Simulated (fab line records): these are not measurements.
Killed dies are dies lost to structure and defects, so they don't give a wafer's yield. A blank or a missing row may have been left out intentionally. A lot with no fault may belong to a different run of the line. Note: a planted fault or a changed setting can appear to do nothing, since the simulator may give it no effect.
Struck lot and sound lot, side by side -- flow n5Finfet -- 43 steps out of a route of 1938
Sound: these wafers, L220.1, L220.5, L220.6. Struck: wafer L228.2 (L228.4, L228.6, from the same lot, were not struck and are left out); the cause is given at the end.
Each step with rows lists, per side, the tool, then ch with its chambers, then its first start. Under that, the readings that differ: sound wafers -- struck wafers -- difference of the means -- sigmas: that difference in standard deviations of wafers without a fault.
alike: readings whose means differ by less than 2 such deviations, and words and numbers that are the same on both sides. not compared: withheld readings, readings that some wafer has no value for, bounds like >300 that may hide the same value, and numbers for which the record gives no deviation and whose values overlap.
The two part at a step that has a row with sigmas, a row that says differs or no value, or rows on one side only. Numbers that don't overlap but have no deviation are shown without sigmas and don't part them. A reading that every wafer of one side lacks parts them only if that side has two wafers or more.

first, 1 step without rows for these wafers: N5_BEOL_M1_ANNEAL_87 (time 240 s).
N5_BEOL_M1_SPUTTER_88: material Cu, target thk 4.5 nm, time 8.29 s.
  sound on pvdSputter-03 at day 8 01:45; struck on pvdSputter-02 at day 10 03:38
  alike: throttleValvePct
then, 5 steps without rows for these wafers: N5_BEOL_M1_ANNEAL_89 (time 240 s); N5_BEOL_M1_SPUTTER_90 (material Cu, target thk 4.5 nm, time 8.29 s); N5_BEOL_M1_ANNEAL_91 (time 240 s); N5_BEOL_M1_SPUTTER_92 (material Cu, target thk 4.5 nm, time 8.29 s); N5_BEOL_M1_ANNEAL_93 (time 240 s).
N5_BEOL_M1_SPUTTER_94: material Cu, target thk 4.5 nm, time 8.29 s.
  sound on pvdSputter-03 at day 8 02:25; struck on pvdSputter-02 at day 10 04:17
  alike: throttleValvePct
N5_BEOL_M1_ANNEAL_95: time 240 s.
  sound on pvdSputter-03 at day 8 02:29; struck on pvdSputter-02 at day 10 04:22
  alike: heaterPowerW
then, 3 steps without rows for these wafers: N5_BEOL_M1_SPUTTER_96 (material Cu, target thk 4.5 nm, time 8.29 s); N5_BEOL_M1_ECD_50 (material Cu, target thk 300 nm); N5_BEOL_M1_ANNEAL_51 (time 90 s).
N5_BEOL_M1_CMP_52: polishes, stops on SiOC, t overpolish 6.8 s, target thk 40 nm.
  sound on cmp-04 ch 0,1,2, day 8 03:14; struck on cmp-03 ch 3, day 10 05:15
reading,sound,struck,difference,sigmas
barrierFieldEndpointS (s),24.5 25.1 24.3,41.3,+16.7,+29
motorCurrentA (A),5.5 5.9 5.2,6.9,+1.4,+2
overpolishRunS (s),6.798 6.791 6.800,0.037,-6.759,-99 or more
timeToEndpointS (s),63.6 69.4 64.8,80.5,+14.6,+5
  alike: retainingRingPressureFrac, slurryFlowMlMin
N5_BEOL_M1_THK_MEAS_53: measures by xrf.
  sound on filmMetro-02 at day 8 03:25; struck on filmMetro-01 at day 10 05:32
reading,sound,struck,difference,sigmas
M1_THK (nm),42.3 42.5 41.3,170.9,+128.9,+76
N5_BEOL_M1_PRE_CLEAN_60: time 15 s.
  sound on cvdCo-01 ch 0,1, day 8 03:35; struck on cvdCo-02 ch 0, day 10 05:35
  alike: heaterPowerOuterW, heaterPowerW
then, 3 steps without rows for these wafers: N5_BEOL_M1_CO_CAP_55 (material Co, precursor CCTBA/H2, target thk 2 nm, time 102.1 s); N5_BEOL_M1_PRE_CLEAN_56 (time 15 s); N5_BEOL_M1_DEP_57 (deposits SiCN from 3MS/NH3, target thk 8 nm, time 14 s).
N5_BEOL_M1_INSPECT_59: inspects for defects (darkfield).
  sound on defectInspect-01 at day 8 03:50; struck on defectInspect-02 at day 10 05:52
reading,sound,struck,difference,sigmas
rawDefectCount,86 61 85,1573,+1496,+68
then, 1 step without rows for these wafers: N5_BEOL_M2_ILD_DEP_00 (deposits SiOC from DEMS/O2, target thk 79 nm, time 15.3 s).
N5_BEOL_M2_THK_MEAS_01:
  the record holds rows for the sound wafers here (filmMetro-01, day 8 03:56) but none for the struck ones
N5_BEOL_M2_PECVD_72: deposits SiO2 from TEOS/O2, target thk 16 nm, time 18 s.
  the record has rows for the sound wafers here (pecvd-03 ch 0,1, day 8 03:59) and none for the struck ones
then, 10 steps without rows for these wafers: N5_BEOL_M2_HM_DEP_02 (deposits TiN, target thk 20 nm); N5_BEOL_M2_COAT_61 (time 60 s, resist thk 60 nm); N5_BEOL_M2_COAT_62 (time 60 s, resist thk 12 nm); N5_BEOL_M2_COAT_73 (time 60 s, resist thk 5 nm); N5_BEOL_M2_COAT_05 (resist thk 30 nm); N5_BEOL_M2_EBR_07; N5_BEOL_M2_SOFTBAKE_06 (time 60 s); N5_BEOL_M2_EXPOSE_08 (exposes mask M2); N5_BEOL_M2_PEB_09 (peb time 60 s); N5_BEOL_M2_DEVELOP_10 (develop time 30 s).
N5_BEOL_M2_CD_MEAS_11: target cd 16.79 nm.
  the record has rows for the sound wafers here (cdSem-01 ch 0, day 8 06:16) and none for the struck ones
N5_BEOL_M2_OVL_MEAS_12:
  the record has rows for the sound wafers here (overlay-01 ch 0, day 8 06:18) and none for the struck ones
N5_BEOL_M2_INSPECT_13: inspects for defects (brightfield).
  the record holds rows for the sound wafers here (defectInspect-02, day 8 06:22) but none for the struck ones
then, 6 steps without rows for these wafers: N5_BEOL_M2_DESCUM_16 (chemistry O2, time 7 s); N5_BEOL_M2_ETCH_74 (etches underlayer in N2/H2, target depth 6.5 nm, time 5.2 s); N5_BEOL_M2_ETCH_63 (etches SiARC in CF4, target depth 15.6 nm, time 26 s); N5_BEOL_M2_ETCH_64 (etches SOC in N2/H2, target depth 75 nm, overetch 22.5 nm, time 121.9 s); N5_BEOL_M2_STRIP_65 (strips in N2/H2); N5_BEOL_M2_STRIP_75 (strips in N2/H2).
N5_BEOL_M4_RC_MEAS_101:
  the record has rows for the sound wafers here (prober-02 ch 0, day 9 06:16) and none for the struck ones
-- record jumps: 6 days separate the struck wafers' starts on either side; left off in module BEOL_M4, taken up again in module PASSIVATION, whose first shown step is the route's number 1936 --
N5_PASSIVATION_PROBE_49:
  sound on prober-01 at day 13 19:47; struck on prober-02 at day 15 19:37
reading,sound,struck,difference,sigmas
defectLimitedYield (%),91.4 91.5 90.8,0,-91,-65
killed_at_M0_to_M3,29 15 26,1114,+1091,+99 or more
killed_at_M4_up,25 32 25,10,-17,-3
killedAtContacts,5 8 11,20,+12,+2
killedDies,101 100 109,1180,+1077,+63
killedOnRim,18 17 16,152,+135,+34
sortNPass,1079 1080 1071,0,-1077,-63
sortYieldPct (%),91.4 91.5 90.8,0,-91,-65
  alike: killedAtFrontEnd, killedAtOther, killedOpen, killedShort, sort_bin_5_function, sort_bin_6_memory

WHERE THEY PART
Last at N5_PASSIVATION_PROBE_49 as far as this record goes, first at N5_BEOL_M1_CMP_52.

WHY: the cause the simulator had injected
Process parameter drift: cmp-03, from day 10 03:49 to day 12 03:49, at N5_BEOL_M1_CMP_52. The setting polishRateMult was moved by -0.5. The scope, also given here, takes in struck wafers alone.
